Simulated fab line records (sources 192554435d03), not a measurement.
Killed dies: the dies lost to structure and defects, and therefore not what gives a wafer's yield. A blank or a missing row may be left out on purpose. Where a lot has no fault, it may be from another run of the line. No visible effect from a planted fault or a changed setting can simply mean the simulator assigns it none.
Lot-split experiment	flow n5Finfet	route with 1938 steps; 7 lots, 21 wafers read

== ON THE SPLIT ==
At N5_BEOL_M15_COAT_04 (resist thk 800 nm), the setting spinRpm was moved away from the recipe's 1704 rpm on 7 of the 21 wafers read, by -7.0% to +11.1%. This setting was run at the recipe's value on the other wafers.

== FROM THE SPLIT TO THE READING: what the file shows between them, 4 steps ==
- N5_BEOL_M15_EXPOSE_07: exposes mask V14 (also split here: doseMj)
- N5_BEOL_M15_PEB_08: peb time 90 s
- N5_BEOL_M15_DEVELOP_09: develop time 45 s
- N5_BEOL_M15_DESCUM_15: chemistry O2, time 7.9 s

== THE READING ==
coat_of_BEOL_M15_COAT_04.thkNm (the simulator's own value, which no gauge read), in nm, at N5_BEOL_M15_ETCH_59 (etches BARC in N2/H2, target depth 89 nm, overetch 26.7 nm, time 67.9 s). There is no usual value for it anywhere in the file. The 14 wafers here that ran the recipe average 718.0 nm, standard deviation 3.3 nm.

wafer	tool, chamber at the split	spinRpm as run, rpm	against the recipe	coat_of_BEOL_M15_COAT_04.thkNm, nm	against lot-mates on the recipe
L074.1	lithoTrack-04, 0	1704	recipe	720.6	-
L074.2	lithoTrack-04, 0	1893	+11.1%	681.4	-40.9
L074.5	lithoTrack-04, 0	1704	recipe	724	-
L079.1	lithoTrack-05, 0	1704	recipe	720.8	-
L079.3	lithoTrack-05, 0	1704	recipe	722.4	-
L079.4	lithoTrack-05, 0	1704	recipe	721.2	-
L087.1	lithoTrack-02, 0	1704	recipe	714.8	-
L087.4	lithoTrack-02, 0	1704	recipe	715	-
L087.6	lithoTrack-02, 0	1704	recipe	717.8	-
L089.3	lithoTrack-05, 0	1834	+7.6%	691.2	-28.4
L089.5	lithoTrack-05, 0	1704	recipe	719.6	-
L089.6	lithoTrack-05, 0	1834	+7.6%	688.4	-31.2
L088.3	lithoTrack-02, 0	1790	+5.0%	691.6	-21.6
L088.4	lithoTrack-02, 0	1704	recipe	713.6	-
L088.5	lithoTrack-02, 0	1704	recipe	712.8	-
L094.1	lithoTrack-02, 0	1704	recipe	717.4	-
L094.2	lithoTrack-02, 0	1584	-7.0%	743.4	+26.9
L094.4	lithoTrack-02, 0	1704	recipe	715.6	-
L097.1	lithoTrack-04, 0	1704	recipe	716.8	-
L097.2	lithoTrack-04, 0	1872	+9.9%	678.8	-38.0
L097.6	lithoTrack-04, 0	1872	+9.9%	683.4	-33.4

FIT RESULTS
A straight line over all 21 wafers: coat_of_BEOL_M15_COAT_04.thkNm changes by -3.66 nm for each +1% of spinRpm; r = -0.98; the points scatter about the line by 3.6 nm.
The same after taking each lot's own level away (the mean of its wafers on the recipe; 21 wafers): -3.75 nm for each +1%; r = -1.00; scatter 1.5 nm.
The reading moves by 42 nm for the largest change in spinRpm, on that fit.
Across the lots, their own levels run from 713.20 to 722.30 nm, a range of 2.7 times the standard deviation given above.
The two slopes agree, so the slope changes little with the lot-to-lot level.
Check: with one of the wafers moved furthest among these (+11.1%) left out of the fit, the line predicts -41.9 nm for it against its lot-mates. It came out at -40.9 nm against them.

== ADDITIONAL SPLITS CARRIED BY THESE WAFERS ==
Note: prior to the reading, these wafers also went through further splits. Each is held against what the fit with the lots' levels taken away leaves over:
other split on the same wafers	wafers away from the commonest value	r with coat_of_BEOL_M15_COAT_04.thkNm (lot level and that fit taken away)
N5_BEOL_M11_EXPOSE_25 doseMj	11	+0.20
N5_BEOL_M11_VIA_ETCH_34 timeS	5	-0.02
N5_BEOL_M12_COAT_04 spinRpm	7	+0.01
N5_BEOL_M12_PEB_08 pebTimeS	5	+0.06
N5_BEOL_M13_EXPOSE_07 doseMj	11	-0.42
N5_BEOL_M13_ETCH_59 timeS	8	+0.19
N5_BEOL_M15_EXPOSE_07 doseMj	6	-0.26

== THE WHOLE CHAIN: every reading that the file lists as answering this split, in the file's order ==
step	what it does	reading	change (the file's fit)	r (the file's)
N5_BEOL_M15_COAT_04	resist thk 800 nm	coat_of_BEOL_M15_COAT_04.thkNm (the simulator's own value, which no gauge read)	-3.92 nm for each +1% of the setting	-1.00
N5_BEOL_M15_ETCH_59	etches BARC in N2/H2, target depth 89 nm, overetch 26.7 nm, time 67.9 s	coat_of_BEOL_M15_COAT_04.thkNm (the simulator's own value, which no gauge read)	-3.77 nm for each +1% of the setting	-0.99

== THE FILE'S OWN FIT ==
coat_of_BEOL_M15_COAT_04.thkNm changes by -3.77 nm for each +1% of spinRpm, r = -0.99.
